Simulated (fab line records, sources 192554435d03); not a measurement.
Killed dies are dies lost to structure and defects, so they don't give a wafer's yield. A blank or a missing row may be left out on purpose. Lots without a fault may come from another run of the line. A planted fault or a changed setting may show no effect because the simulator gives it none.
fab line records | flow n5_finfet
record lots=24 wafers=72 last_day=21
route steps=1938 shown BEOL_M13@1692 BEOL_M14@1726
lots that met no fault: from a run of the same line without faults
start_h: hours from the record's first day to the start of the lot's first wafer shown | wait_h: hours since the lot's step before | " the same as in the row above | L1.1+2: a row that stands for several wafers | - no value, or no start given | * or withheld: withheld | < > ~ a bound
route shown NAME@n: a module of which the file shows steps, and the number in the route of the first | usual: mean/standard deviation of fault-free wafers | same: alike in all rows | chamber/n: place in a boat | sites: the reading at each site | _std_site: their standard deviation | _edge_site: outer sites' mean less inner sites' | radius_mm: how far each site lies from the wafer's centre | mask NAME#n: copy n | behind: the tool/chamber that last shaped the wafer | hold: why the lot was held/for how many hours/how that ended | device: the transistor (n, p or np) that didn't switch | end of line: the same wafers' tests at the end of the route | a step without rows: its recipe alone | killed: dies lost to structure and defects at the first sort, not the wafer's yield | map: a wafer's dies, x killed, . not, _ none there
set.NAME: the setting as run; set.NAME@STEP: as run at that earlier step | model.NAME: the simulator's own value behind a step, which no gauge read
steps of the route over a sample of lots; a table a step, a row a wafer
services: from which hour (start_h, from the record's first day; less than 0 if before it) a tool's chamber was out of use, for how many hours, and why
## steps
# step N5_BEOL_M13_DESCUM_33
# recipe chemistry=O2 time_s=7.9 source_power_w=50 bias_power_w=20 pressure_mtorr=20 rf_frequency_hz=2.712e+07 temp_c=40 o2_flow_sccm=225
# usual drypump_motor_current_A=5.7/0.4 oes_product_au=0.80/0.091 rf_vpp_V=243.2/1.7 showerhead_plenum_p_Torr=2.10/0.081 throttle_valve_pct=20.4/0.36
# columns lot.wafer tool chamber start_h wait_h drypump_motor_current_A oes_product_au rf_hours_counter_h rf_vpp_V showerhead_plenum_p_Torr throttle_valve_pct
L076.2 rie_diel-06 0 341.63 0.0 5.7 0.88 55 243.2 2.06 20.1
L076.5 " 1 " " 5.6 0.74 - 240.0 2.01 21.0
L076.6 " 3 " " 5.4 0.87 - 244.4 2.19 20.5
L074.3 rie_diel-02 3 347.26 0.1 5.4 0.78 89 244.3 2.21 20.2
L074.4 " 1 " " 4.8 0.73 198 242.1 2.11 20.9
L074.5 " 1 " " 4.8 0.73 - 242.7 2.11 20.9
L075.1 rie_diel-06 2 348.15 0.1 5.8 0.68 217 245.2 2.13 19.9
L075.4 " 1 " " 5.7 0.74 186 241.4 2.01 21.1
L075.5 " 3 " " 5.4 0.88 - 246.0 2.19 20.5
L077.2 rie_diel-03 3 354.04 0.0 6.5 0.70 183 244.0 2.09 20.4
L077.3 " 0 " " 5.2 0.87 43 241.7 2.03 20.3
L077.6 " 2 " " 6.0 0.67 - 240.2 1.97 20.2
L078.1 rie_diel-06 2 357.64 0.0 5.8 0.68 220 244.9 2.13 19.9
L078.4 " 3 " " 5.4 0.87 47 244.8 2.19 20.5
L078.6 " 1 " " 5.6 0.73 - 242.2 2.00 21.0
L079.2 rie_diel-02 3 365.82 0.0 5.4 0.77 96 244.9 2.21 20.2
L079.3 " 2 " " 5.8 0.66 243 241.6 1.97 20.7
L079.4 " 2 " " 5.9 0.66 - 241.0 1.97 20.7
L081.1 rie_diel-03 3 372.09 0.6 6.5 0.70 189 242.1 2.09 20.4
L081.2 " 0 " " 5.2 0.85 48 243.8 2.03 20.4
L081.6 " 0 " " 5.2 0.85 - 243.0 2.03 20.4
L083.1 rie_diel-03 3 375.18 0.0 6.4 0.70 191 243.5 2.09 20.5
L083.2 " 0 " " 5.2 0.84 50 240.4 2.03 20.3
L083.5 " 1 " " 5.9 0.91 - 243.6 2.13 20.0
L080.2 rie_diel-06 1 382.99 0.1 5.6 0.73 197 240.2 2.00 21.0
L080.4 " 0 " " 5.7 0.87 68 242.2 2.05 20.2
L080.5 " 0 " " 5.7 0.87 - 242.2 2.05 20.2
L082.1 rie_diel-06 3 384.67 0.4 5.3 0.86 56 245.0 2.19 20.5
L082.3 " 1 " " 5.7 0.72 197 240.8 2.00 21.1
L082.6 " 1 " " 5.6 0.73 - 241.1 2.00 21.0
L085.2 rie_diel-03 2 385.60 0.8 6.0 0.98 0 245.4 2.23 19.7
L085.3 " 3 " " 6.5 0.69 195 243.0 2.09 20.4
L085.6 " 2 " " 6.0 0.99 - 245.2 2.23 19.8
L084.1 rie_diel-02 0 394.96 0.3 5.8 0.76 142 241.6 1.99 20.4
L084.3 " 3 " " 5.4 0.76 109 245.0 2.21 20.2
L084.5 " 0 " " 5.8 0.77 - 240.9 2.00 20.4
L086.3 rie_diel-06 1 396.84 0.0 5.6 0.73 202 241.7 2.00 21.1
L086.5 " 3 " " 5.4 0.85 - 245.0 2.18 20.5
L086.6 " 2 " " 5.8 0.67 - 245.2 2.13 20.0
L089.1 rie_diel-03 1 416.68 0.1 5.9 0.88 39 246.0 2.12 20.1
L089.2 " 0 " " 5.2 0.83 63 241.6 2.02 20.4
L089.5 " 2 " " 6.0 0.93 - 245.5 2.23 19.8
L091.3 rie_diel-03 0 417.73 0.3 5.2 0.84 63 243.1 2.02 20.4
L091.4 " 1 " " 5.9 0.88 39 245.6 2.12 20.1
L091.6 " 1 " " 5.9 0.87 - 242.9 2.12 20.0
L087.1 rie_diel-02 3 423.55 0.0 5.4 0.76 120 244.2 2.20 20.3
L087.2 " 2 " " 5.9 0.95 7 244.5 2.23 20.5
L087.6 " 1 " " 4.8 0.73 - 241.3 2.10 21.0
L090.2 rie_diel-03 0 427.13 0.0 5.3 0.82 66 242.3 2.02 20.4
L090.3 " 3 " " 6.5 0.68 207 242.1 2.08 20.5
L090.6 " 2 " " 6.0 0.92 - 245.8 2.23 19.8
L088.1 rie_diel-03 3 427.68 0.1 6.5 0.69 207 243.6 2.08 20.5
L088.5 " 3 " " 6.5 0.69 - 242.5 2.08 20.5
L088.6 " 2 " " 5.9 0.93 - 244.4 2.23 19.8
L092.3 rie_diel-02 3 428.38 0.1 5.4 0.75 122 244.8 2.20 20.2
L092.5 " 0 " " 5.8 0.75 - 241.0 1.99 20.5
L092.6 " 3 " " 5.4 0.74 - 243.4 2.20 20.2
L093.1 rie_diel-03 0 443.51 0.0 5.3 0.83 71 241.4 2.02 20.4
L093.3 " 2 " " 5.9 0.92 18 244.6 2.22 19.8
L093.6 " 1 " " 5.9 0.87 - 244.1 2.12 20.1
L094.1 rie_diel-06 2 451.99 0.0 5.8 0.66 249 243.4 2.12 20.0
L094.3 " 3 " " 5.4 0.82 77 246.5 2.18 20.5
L094.4 " 1 " " 5.7 0.70 216 240.4 2.00 21.1
L095.1 rie_diel-03 1 461.44 0.0 5.9 0.86 51 244.4 2.12 20.1
L095.3 " 0 " " 5.2 0.81 77 242.4 2.02 20.4
L095.6 " 0 " " 5.2 0.82 - 243.1 2.02 20.4
L096.1 rie_diel-06 1 463.13 0.3 5.6 0.70 221 240.4 1.99 21.1
L096.5 " 3 " " 5.3 0.82 - 247.5 2.18 20.5
L096.6 " 1 " " 5.6 0.70 - 240.6 1.99 21.1
L097.2 rie_diel-02 1 475.70 0.6 4.8 0.70 235 243.8 2.09 21.0
L097.3 " 2 " " 5.9 0.92 23 245.9 2.22 20.5
L097.6 " 1 " " 4.8 0.70 - 243.8 2.09 21.0
# step N5_BEOL_M13_DEGAS_41
# recipe ambient=vacuum temp_c=250 time_s=60
# usual heater_power_w=331/48
# columns lot.wafer tool chamber start_h wait_h heater_power_w
L076.2 pvd_sputter-01 - 344.50 0.4 408
L076.5 " - " " 404
L076.6 " - " " 274
L074.3 pvd_sputter-01 - 348.96 0.5 399
L074.4 " - " " 274
L074.5 " - " " 269
L075.1 pvd_sputter-03 - 350.18 1.1 310
L075.4 " - " " 356
L075.5 " - " " 398
L077.2 pvd_sputter-02 - 359.53 0.3 315
L077.3 " - " " 411
L077.6 " - " " 309
L078.1 pvd_sputter-02 - 360.19 0.7 308
L078.4 " - " " 269
L078.6 " - " " 413
L079.2 pvd_sputter-01 - 373.54 0.7 404
L079.3 " - " " 301
L079.4 " - " " 309
L081.1 pvd_sputter-01 - 374.20 1.0 272
L081.2 " - " " 305
L081.6 " - " " 304
L083.1 pvd_sputter-01 - 379.00 0.4 307
L083.2 " - " " 281
L083.5 " - " " 410
L080.2 pvd_sputter-01 - 385.54 0.4 307
L080.4 " - " " 300
L080.5 " - " " 318
L082.1 pvd_sputter-03 - 385.73 0.2 357
L082.3 " - " " 394
L082.6 " - " " 306
L085.2 pvd_sputter-03 - 388.49 0.2 344
L085.3 " - " " 308
L085.6 " - " " 356
L084.1 pvd_sputter-01 - 399.06 0.3 405
L084.3 " - " " 319
L084.5 " - " " 315
L086.3 pvd_sputter-02 - 401.29 2.1 314
L086.5 " - " " 406
L086.6 " - " " 300
L089.1 pvd_sputter-02 - 419.03 0.4 308
L089.2 " - " " 412
L089.5 " - " " 401
L091.3 pvd_sputter-03 - 420.06 0.6 397
L091.4 " - " " 349
L091.6 " - " " 349
L087.1 pvd_sputter-02 - 425.09 0.4 414
L087.2 " - " " 273
L087.6 " - " " 316
L090.2 pvd_sputter-02 - 428.53 0.1 309
L090.3 " - " " 274
L090.6 " - " " 297
L088.1 pvd_sputter-02 - 429.03 0.0 408
L088.5 " - " " 412
L088.6 " - " " 308
L092.3 pvd_sputter-02 - 429.53 0.1 315
L092.5 " - " " 416
L092.6 " - " " 310
L093.1 pvd_sputter-01 - 446.86 2.4 307
L093.3 " - " " 308
L093.6 " - " " 311
L094.1 pvd_sputter-03 - 455.13 0.4 341
L094.3 " - " " 318
L094.4 " - " " 381
L095.1 pvd_sputter-01 - 463.61 0.2 310
L095.3 " - " " 274
L095.6 " - " " 315
L096.1 pvd_sputter-01 - 466.31 0.2 273
L096.5 " - " " 281
L096.6 " - " " 404
L097.2 pvd_sputter-02 - 480.67 0.4 314
L097.3 " - " " 402
L097.6 " - " " 410
# step N5_BEOL_M14_CD_MEAS_10
# recipe target_cd_nm=250 landing_energy_ev=500 detector=se_inlens polarity=opening
# usual cd_nm=247.6/2.3
# columns lot.wafer tool chamber start_h wait_h cd_nm
L076.2 cd_sem-01 0 346.39 - 244.3
L076.5 " 0 " " 245.7
L076.6 " 0 " " 242.9
L074.3 cd_sem-02 0 350.76 - 252.3
L074.4 " 0 " " 248.2
L074.5 " 0 " " 251.2
L075.1 cd_sem-02 0 352.51 - 251.7
L075.4 " 0 " " 249.5
L075.5 " 0 " " 246.8
L077.2 cd_sem-01 0 361.65 - 246.4
L077.3 " 0 " " 247.2
L077.6 " 0 " " 245.9
L078.1 cd_sem-03 0 362.42 - 249.1
L078.4 " 0 " " 244.7
L078.6 " 0 " " 246.8
L079.2 cd_sem-01 0 375.54 - 250.8
L079.3 " 0 " " 249.7
L079.4 " 0 " " 253.8
L081.1 cd_sem-01 0 376.15 - 249.3
L081.2 " 0 " " 252.3
L081.6 " 0 " " 251.3
L083.1 cd_sem-03 0 380.82 - 244.6
L083.2 " 0 " " 245.4
L083.5 " 0 " " 245.9
L080.2 cd_sem-03 0 387.47 - 245.3
L080.4 " 0 " " 248.1
L080.5 " 0 " " 248.2
L082.1 cd_sem-01 0 387.74 - 244.7
L082.3 " 0 " " 244.9
L082.6 " 0 " " 246.6
L085.2 cd_sem-01 0 390.42 - 246.8
L085.3 " 0 " " 246.9
L085.6 " 0 " " 249.4
L084.1 cd_sem-02 0 401.56 - 247.6
L084.3 " 0 " " 244.6
L084.5 " 0 " " 245.7
L086.3 cd_sem-01 0 403.10 - 246.6
L086.5 " 0 " " 248.1
L086.6 " 0 " " 245.3
L089.1 cd_sem-02 0 420.96 - 247.9
L089.2 " 0 " " 246.3
L089.5 " 0 " " 248.8
L091.3 cd_sem-01 0 422.06 - 250.0
L091.4 " 0 " " 248.3
L091.6 " 0 " " 249.7
L087.1 cd_sem-01 0 427.12 - 247.8
L087.2 " 0 " " 247.7
L087.6 " 0 " " 250.7
L090.2 cd_sem-02 0 430.34 - 247.5
L090.3 " 0 " " 249.8
L090.6 " 0 " " 250.4
L088.1 cd_sem-02 0 431.60 - 245.2
L088.5 " 0 " " 249.1
L088.6 " 0 " " 248.4
L092.3 cd_sem-02 0 432.16 - 242.3
L092.5 " 0 " " 246.6
L092.6 " 0 " " 246.0
L093.1 cd_sem-02 0 448.69 - 246.0
L093.3 " 0 " " 246.0
L093.6 " 0 " " 250.6
L094.1 cd_sem-03 0 457.19 - 246.8
L094.3 " 0 " " 247.1
L094.4 " 0 " " 247.5
L095.1 cd_sem-02 0 465.41 - 245.1
L095.3 " 0 " " 246.5
L095.6 " 0 " " 249.5
L096.1 cd_sem-03 0 468.68 - 245.7
L096.5 " 0 " " 247.8
L096.6 " 0 " " 251.9
L097.2 cd_sem-01 0 482.60 - 246.2
L097.3 " 0 " " 245.4
L097.6 " 0 " " 247.4
# step N5_BEOL_M14_INSPECT_30
# recipe mode=adi inspect_instrument=macro
# usual raw_defect_count=2.0/1.3
# columns lot.wafer tool chamber start_h wait_h raw_defect_count
L076.2 defect_inspect-01 - 347.56 0.0 3
L076.5 " - " " 3
L076.6 " - " " 4
L074.3 defect_inspect-01 - 351.88 0.0 2
L074.4 " - " " 3
L074.5 " - " " 2
L075.1 defect_inspect-02 - 353.54 0.0 3
L075.4 " - " " 2
L075.5 " - " " 2
L077.2 defect_inspect-01 - 362.68 0.0 3
L077.3 " - " " 3
L077.6 " - " " 4
L078.1 defect_inspect-02 - 363.45 0.0 2
L078.4 " - " " 3
L078.6 " - " " 2
L079.2 defect_inspect-02 - 376.57 0.0 2
L079.3 " - " " 3
L079.4 " - " " 1
L081.1 defect_inspect-02 - 377.18 0.0 2
L081.2 " - " " 2
L081.6 " - " " 2
L083.1 defect_inspect-01 - 381.73 0.0 4
L083.2 " - " " 4
L083.5 " - " " 2
L080.2 defect_inspect-02 - 388.40 0.0 0
L080.4 " - " " 4
L080.5 " - " " 2
L082.1 defect_inspect-01 - 388.93 0.0 1
L082.3 " - " " 0
L082.6 " - " " 2
L085.2 defect_inspect-02 - 391.57 0.0 1
L085.3 " - " " 0
L085.6 " - " " 1
L084.1 defect_inspect-01 - 402.60 0.0 3
L084.3 " - " " 2
L084.5 " - " " 1
L086.3 defect_inspect-01 - 404.15 0.0 0
L086.5 " - " " 2
L086.6 " - " " 4
L089.1 defect_inspect-02 - 421.86 0.0 2
L089.2 " - " " 1
L089.5 " - " " 2
L091.3 defect_inspect-01 - 423.09 0.0 1
L091.4 " - " " 5
L091.6 " - " " 1
L087.1 defect_inspect-02 - 428.40 0.0 2
L087.2 " - " " 2
L087.6 " - " " 2
L090.2 defect_inspect-02 - 431.28 0.0 2
L090.3 " - " " 5
L090.6 " - " " 2
L088.1 defect_inspect-01 - 432.86 0.0 1
L088.5 " - " " 3
L088.6 " - " " 1
L092.3 defect_inspect-02 - 433.06 0.0 0
L092.5 " - " " 2
L092.6 " - " " 0
L093.1 defect_inspect-01 - 449.72 0.0 0
L093.3 " - " " 1
L093.6 " - " " 1
L094.1 defect_inspect-02 - 458.79 0.0 4
L094.3 " - " " 3
L094.4 " - " " 1
L095.1 defect_inspect-02 - 466.66 0.0 3
L095.3 " - " " 4
L095.6 " - " " 2
L096.1 defect_inspect-02 - 469.71 0.0 2
L096.5 " - " " 4
L096.6 " - " " 1
L097.2 defect_inspect-02 - 483.63 0.0 1
L097.3 " - " " 2
L097.6 " - " " 3
# step N5_BEOL_M14_DEGAS_41
# recipe ambient=vacuum temp_c=300 time_s=60
# usual heater_power_w=462/66
# columns lot.wafer tool chamber start_h wait_h heater_power_w
L076.2 pvd_sputter-02 - 350.31 0.1 423
L076.5 " - " " 380
L076.6 " - " " 577
L074.3 pvd_sputter-03 - 359.15 0.2 428
L074.4 " - " " 555
L074.5 " - " " 422
L075.1 pvd_sputter-01 - 359.40 0.3 433
L075.4 " - " " 378
L075.5 " - " " 570
L077.2 pvd_sputter-01 - 367.49 0.4 433
L077.3 " - " " 424
L077.6 " - " " 570
L078.1 pvd_sputter-03 - 367.99 0.5 437
L078.4 " - " " 567
L078.6 " - " " 559
L079.2 pvd_sputter-01 - 382.14 0.5 440
L079.3 " - " " 394
L079.4 " - " " 571
L081.1 pvd_sputter-03 - 382.65 0.2 557
L081.2 " - " " 434
L081.6 " - " " 430
L083.1 pvd_sputter-01 - 385.22 0.4 428
L083.2 " - " " 573
L083.5 " - " " 443
L080.2 pvd_sputter-03 - 391.61 0.3 435
L080.4 " - " " 485
L080.5 " - " " 476
L082.1 pvd_sputter-01 - 391.76 0.3 430
L082.3 " - " " 386
L082.6 " - " " 572
L085.2 pvd_sputter-01 - 396.18 0.5 579
L085.3 " - " " 438
L085.6 " - " " 550
L084.1 pvd_sputter-02 - 407.27 0.4 452
L084.3 " - " " 381
L084.5 " - " " 446
L086.3 pvd_sputter-02 - 408.15 0.4 422
L086.5 " - " " 425
L086.6 " - " " 439
L089.1 pvd_sputter-03 - 425.46 0.1 435
L089.2 " - " " 537
L089.5 " - " " 433
L091.3 pvd_sputter-01 - 425.48 0.0 564
L091.4 " - " " 378
L091.6 " - " " 582
L087.1 pvd_sputter-02 - 432.31 0.2 385
L087.2 " - " " 564
L087.6 " - " " 384
L090.2 pvd_sputter-03 - 435.02 0.4 435
L090.3 " - " " 468
L090.6 " - " " 557
L088.1 pvd_sputter-02 - 435.15 0.4 561
L088.5 " - " " 569
L088.6 " - " " 377
L092.3 pvd_sputter-01 - 435.58 0.5 569
L092.5 " - " " 434
L092.6 " - " " 433
L093.1 pvd_sputter-03 - 451.59 0.4 429
L093.3 " - " " 546
L093.6 " - " " 529
L094.1 pvd_sputter-02 - 460.50 0.5 572
L094.3 " - " " 383
L094.4 " - " " 432
L095.1 pvd_sputter-03 - 471.39 0.3 425
L095.3 " - " " 545
L095.6 " - " " 550
L096.1 pvd_sputter-02 - 471.46 0.3 384
L096.5 " - " " 432
L096.6 " - " " 432
L097.2 pvd_sputter-01 - 487.37 0.3 427
L097.3 " - " " 574
L097.6 " - " " 396
# step N5_BEOL_M14_SPUTTER_43
# recipe material=TaN target_thk_a=150 temp_c=50 bias_v=168.6 power_w=15000 chamber_pressure_pa=0.12 time_s=24.19
# usual bias_v=168.9/1.7 cathode_dc_power_W=15000/2.9 throttle_valve_pct=30.2/1.2
# columns lot.wafer tool chamber start_h wait_h bias_v cathode_dc_power_W throttle_valve_pct
L076.2 pvd_sputter-02 - 350.39 0.0 168.2 15000 30.3
L076.5 " - " " 171.1 14999 28.8
L076.6 " - " " 168.7 15003 30.6
L074.3 pvd_sputter-03 - 359.23 0.0 171.6 15003 28.5
L074.4 " - " " 169.8 14999 30.0
L074.5 " - " " 167.9 15001 28.3
L075.1 pvd_sputter-01 - 359.48 0.0 171.1 15001 29.0
L075.4 " - " " 166.0 15005 29.7
L075.5 " - " " 171.0 14996 31.9
L077.2 pvd_sputter-01 - 367.57 0.0 169.3 15000 28.6
L077.3 " - " " 169.2 15001 31.5
L077.6 " - " " 169.2 15000 31.9
L078.1 pvd_sputter-03 - 368.07 0.0 169.1 15001 29.1
L078.4 " - " " 165.5 14998 30.1
L078.6 " - " " 168.8 14998 30.0
L079.2 pvd_sputter-01 - 382.22 0.0 170.3 15002 28.8
L079.3 " - " " 170.2 15003 29.8
L079.4 " - " " 170.1 15000 32.0
L081.1 pvd_sputter-03 - 382.73 0.0 167.4 14999 30.4
L081.2 " - " " 169.0 15000 28.4
L081.6 " - " " 167.1 15004 29.1
L083.1 pvd_sputter-01 - 385.30 0.0 166.8 15004 31.4
L083.2 " - " " 170.2 14996 32.0
L083.5 " - " " 171.2 15003 28.8
L080.2 pvd_sputter-03 - 391.69 0.0 172.1 14998 28.4
L080.4 " - " " 170.4 15001 32.1
L080.5 " - " " 166.4 15001 31.8
L082.1 pvd_sputter-01 - 391.84 0.0 168.6 14997 31.9
L082.3 " - " " 168.7 15006 29.9
L082.6 " - " " 170.0 14995 31.8
L085.2 pvd_sputter-01 - 396.26 0.0 170.8 14998 31.9
L085.3 " - " " 169.8 14997 31.5
L085.6 " - " " 169.6 15000 32.2
L084.1 pvd_sputter-02 - 407.35 0.0 167.3 14996 30.7
L084.3 " - " " 171.3 15003 28.9
L084.5 " - " " 166.8 15005 30.6
L086.3 pvd_sputter-02 - 408.23 0.0 170.2 15001 30.4
L086.5 " - " " 167.3 14998 30.2
L086.6 " - " " 169.2 15000 30.3
L089.1 pvd_sputter-03 - 425.54 0.0 166.2 14999 28.6
L089.2 " - " " 168.9 14998 30.2
L089.5 " - " " 166.8 15003 28.3
L091.3 pvd_sputter-01 - 425.56 0.0 169.0 15001 32.0
L091.4 " - " " 169.5 15001 30.0
L091.6 " - " " 165.5 15000 31.7
L087.1 pvd_sputter-02 - 432.39 0.0 170.9 14999 29.0
L087.2 " - " " 171.2 15001 30.6
L087.6 " - " " 170.4 15007 29.0
L090.2 pvd_sputter-03 - 435.10 0.0 168.2 15002 28.3
L090.3 " - " " 167.9 15002 31.7
L090.6 " - " " 166.3 15003 30.0
L088.1 pvd_sputter-02 - 435.23 0.0 169.1 15005 30.6
L088.5 " - " " 167.8 14999 30.4
L088.6 " - " " 168.1 14999 29.2
L092.3 pvd_sputter-01 - 435.66 0.0 167.2 15000 31.9
L092.5 " - " " 165.8 15002 29.0
L092.6 " - " " 171.0 15003 31.8
L093.1 pvd_sputter-03 - 451.67 0.0 167.6 14997 28.5
L093.3 " - " " 165.2 15004 29.9
L093.6 " - " " 169.1 14997 30.1
L094.1 pvd_sputter-02 - 460.58 0.0 168.8 14998 30.6
L094.3 " - " " 169.2 15000 29.0
L094.4 " - " " 170.9 15000 30.4
L095.1 pvd_sputter-03 - 471.47 0.0 169.6 14996 28.9
L095.3 " - " " 167.8 15003 29.8
L095.6 " - " " 168.1 14996 29.9
L096.1 pvd_sputter-02 - 471.54 0.0 169.2 15002 28.6
L096.5 " - " " 172.6 15004 30.5
L096.6 " - " " 169.1 14999 30.7
L097.2 pvd_sputter-01 - 487.45 0.0 168.2 15000 28.9
L097.3 " - " " 170.8 14999 32.0
L097.6 " - " " 167.6 14999 30.0
## services
# columns tool chamber start_h hours kind
rie_diel-06 2 340.34 7.7 repair
rie_diel-02 1 357.58 23.7 repair
rie_diel-02 - 358.10 0.8 repair
rie_diel-03 2 363.34 - clean
rie_diel-03 2 363.34 - consumable_replace:focus_ring
rie_diel-03 2 363.34 - consumable_replace:showerhead
rie_diel-03 2 363.34 22.2 scheduled_down
rie_diel-03 2 363.34 22.2 vent_cycle
rie_diel-02 2 383.25 - clean
rie_diel-02 2 383.25 - consumable_replace:focus_ring
rie_diel-02 2 383.25 - consumable_replace:showerhead
rie_diel-02 2 383.25 17.0 scheduled_down
rie_diel-02 2 383.25 17.0 vent_cycle
pvd_sputter-02 - 409.67 7.3 repair
pvd_sputter-01 - 426.95 3.4 repair
rie_diel-06 2 454.70 - clean
rie_diel-06 2 454.70 - consumable_replace:focus_ring
rie_diel-06 2 454.70 24.6 scheduled_down
rie_diel-06 2 454.70 24.6 vent_cycle
rie_diel-03 1 455.53 2.6 repair
rie_diel-03 2 474.60 14.4 repair
## key
fault none
